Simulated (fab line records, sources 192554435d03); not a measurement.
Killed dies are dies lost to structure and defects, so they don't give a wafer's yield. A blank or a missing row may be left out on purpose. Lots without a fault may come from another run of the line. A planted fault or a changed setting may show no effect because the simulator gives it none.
A struck lot beside a sound one | flow n5_finfet | 36 steps out of a route of 1938
Sound: wafers L376.1, L376.2, L376.4. Struck: wafers L390.1, L390.5. (L390.4 of the same lot was not struck and is left out.) The cause comes at the end.
At each step with rows: each side's tool, then ch and its chambers, then its first start. Under that, the readings that differ: sound wafers | struck wafers | difference of the means | sigmas: that difference in standard deviations of wafers without a fault.
alike: readings whose means differ by less than 2 such deviations, and words and numbers that are the same on both sides. not compared: withheld readings, readings that some wafer has no value for, bounds like >300 that may hide the same value, and numbers for which the record gives no deviation and whose values overlap.
The two part at a step that has a row with sigmas, a row that says differs or no value, or rows on one side only. Numbers that don't overlap but have no deviation are shown without sigmas and don't part them. A reading that every wafer of one side lacks parts them only if that side has two wafers or more.

first, 12 steps without rows for these wafers: N5_BEOL_M5_ALD_86 (deposits TaN, pulse time 2 s, purge time 3 s, co reactant purge time 2 s); N5_BEOL_M5_SURFACE_TREAT_87; N5_BEOL_M5_CVD_47 (deposits Co from CCTBA/H2, target thk 3 nm, time 216 s); N5_BEOL_M5_SPUTTER_48 (material Cu, target thk 15 nm, time 27.62 s); N5_BEOL_M5_ANNEAL_49 (time 1800 s); N5_BEOL_M5_SPUTTER_81 (material Cu, target thk 15 nm, time 27.62 s); N5_BEOL_M5_ANNEAL_82 (time 1800 s); N5_BEOL_M5_SPUTTER_83 (material Cu, target thk 15 nm, time 27.62 s); N5_BEOL_M5_ANNEAL_84 (time 1800 s); N5_BEOL_M5_SPUTTER_88 (material Cu, target thk 15 nm, time 27.62 s); N5_BEOL_M5_ANNEAL_89 (time 1800 s); N5_BEOL_M5_SPUTTER_90 (material Cu, target thk 4.5 nm, time 8.29 s).
N5_BEOL_M5_ECD_50: material Cu, target thk 300 nm.
  sound on ecd_cu-01 ch 0,1, day 11 07:39; struck on ecd_cu-02 ch 0,1, day 14 07:20
then, 22 steps without rows for these wafers: N5_BEOL_M5_ANNEAL_51 (time 90 s); N5_BEOL_M5_CMP_52 (polishes, stops on SiCOH lowk, t overpolish 6.9 s, target thk 62 nm); N5_BEOL_M5_PRE_CLEAN_77 (time 15 s); N5_BEOL_M5_CO_CAP_78 (material Co, precursor CCTBA/H2, target thk 2 nm, time 102.1 s); N5_BEOL_M5_PRE_CLEAN_55 (time 15 s); N5_BEOL_M5_DEP_56 (deposits SiCN from 3MS/NH3, target thk 8 nm, time 14 s); N5_BEOL_M6_ILD_DEP_00 (deposits SiCOH lowk from DEMS/porogen, target thk 179.75 nm, time 33.4 s); N5_BEOL_M6_CURE_74 (cures SiCOH lowk, time 240 s); N5_BEOL_M6_PECVD_70 (deposits SiO2 from TEOS/O2, target thk 20 nm, time 22.7 s); N5_BEOL_M6_HM_DEP_02 (deposits TiN, target thk 20 nm); N5_BEOL_M6_COAT_59 (time 60 s, resist thk 100 nm); N5_BEOL_M6_COAT_60 (time 60 s, resist thk 35 nm); N5_BEOL_M6_COAT_05 (resist thk 90 nm); N5_BEOL_M6_EBR_07; N5_BEOL_M6_SOFTBAKE_06 (time 60 s); N5_BEOL_M6_EXPOSE_08 (exposes mask M6); N5_BEOL_M6_PEB_09 (peb time 60 s); N5_BEOL_M6_DEVELOP_10 (develop time 30 s); N5_BEOL_M6_DESCUM_16 (chemistry O2, time 7.9 s); N5_BEOL_M6_ETCH_61 (etches SiARC in CF4, target depth 45.5 nm, time 75.8 s); N5_BEOL_M6_ETCH_62 (etches SOC in N2/H2, target depth 110 nm, overetch 22 nm, time 165 s); N5_BEOL_M6_STRIP_68 (strips in N2/H2).
-- the record jumps here: 4 days lie between the struck wafers' starts before and after (it left off in module BEOL_M6 and takes up again in module PASSIVATION, whose first step shown is number 1936 of the route) --
N5_PASSIVATION_PROBE_49:
  the record has rows for the struck wafers here (prober-01, day 18 02:21) and none for the sound ones

WHERE THEY PART
Only at N5_PASSIVATION_PROBE_49, within this record.

WHY: what the simulator had put in
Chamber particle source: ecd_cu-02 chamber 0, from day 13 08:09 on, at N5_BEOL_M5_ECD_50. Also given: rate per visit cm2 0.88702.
